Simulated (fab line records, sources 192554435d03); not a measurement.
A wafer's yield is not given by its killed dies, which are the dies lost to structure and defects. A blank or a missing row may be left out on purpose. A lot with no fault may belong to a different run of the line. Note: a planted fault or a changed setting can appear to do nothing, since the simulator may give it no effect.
Matching of chambers + flow n5_finfet + pecvd-02 running N5_BEOL_M8_DEP_56: 3 sister chambers
The step deposits SiCN from 3MS/NH3, target thk 10 nm, time 17.5 s. 6 wafers are shown with their chamber, then 11 later ones without.

## WAFERS, EACH WITH ITS CHAMBER
| wafer  | chamber | throttle_valve_pct (%) | showerhead_plenum_p_Torr (Torr) |
|--------|---------|------------------------|---------------------------------|
| L080.6 | 1       | 9.6                    | 3.649                           |
| L083.4 | 0       | 9.1                    | 3.663                           |
| L089.2 | 0       | 9.3                    | 3.657                           |
| L089.5 | 2       | 8.7                    | 3.651                           |
| L089.6 | 1       | 9.8                    | 3.648                           |
| L092.2 | 2       | 8.5                    | 3.640                           |

## WAFERS WHOSE CHAMBER IS MISSING
| wafer  | throttle_valve_pct (%) | showerhead_plenum_p_Torr (Torr) |
|--------|------------------------|---------------------------------|
| L092.4 | 9.6                    | 3.657                           |
| L092.5 | 8.4                    | 3.641                           |
| L094.2 | 9.3                    | 3.662                           |
| L094.4 | 8.5                    | 3.639                           |
| L094.6 | 9.3                    | 3.662                           |
| L093.3 | 9.2                    | 3.649                           |
| L093.5 | 8.6                    | 3.648                           |
| L093.6 | 9.3                    | 3.659                           |
| L096.1 | 9.5                    | 3.661                           |
| L096.5 | 8.6                    | 3.647                           |
| L096.6 | 9.8                    | 3.657                           |

## WHICH CHAMBER EACH WENT THROUGH
| wafer  | from the rows above     | in truth |
|--------|-------------------------|----------|
| L092.4 | can't be placed: 1 or 0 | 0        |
| L092.5 | 2                       | 2        |
| L094.2 | 0                       | 0        |
| L094.4 | 2                       | 2        |
| L094.6 | 0                       | 0        |
| L093.3 | can't be placed: 0 or 1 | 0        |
| L093.5 | 2                       | 2        |
| L093.6 | 0                       | 0        |
| L096.1 | can't be placed: 0 or 1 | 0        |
| L096.5 | 2                       | 2        |
| L096.6 | 1                       | 1        |
Correct placement for 8 of the 11. From these rows, 3 cannot be placed; in 3 the true chamber is one of the candidates. Wrongly placed: 0.
How it was worked out, from the rows above alone: a wafer's distance from a chamber is the root of the sum, over the readings, of the square of ((its reading less the chamber's mean) divided by the reading's scatter). The wafer belongs to the nearest chamber; if the next one is less than 2 further off, it can't be placed. For every chamber, the mean is computed from those of its wafers that are shown. The scatter: take each reading less its chamber's mean, square it, sum over the shown wafers, divide by the number of wafers less the number of chambers, and take the root.
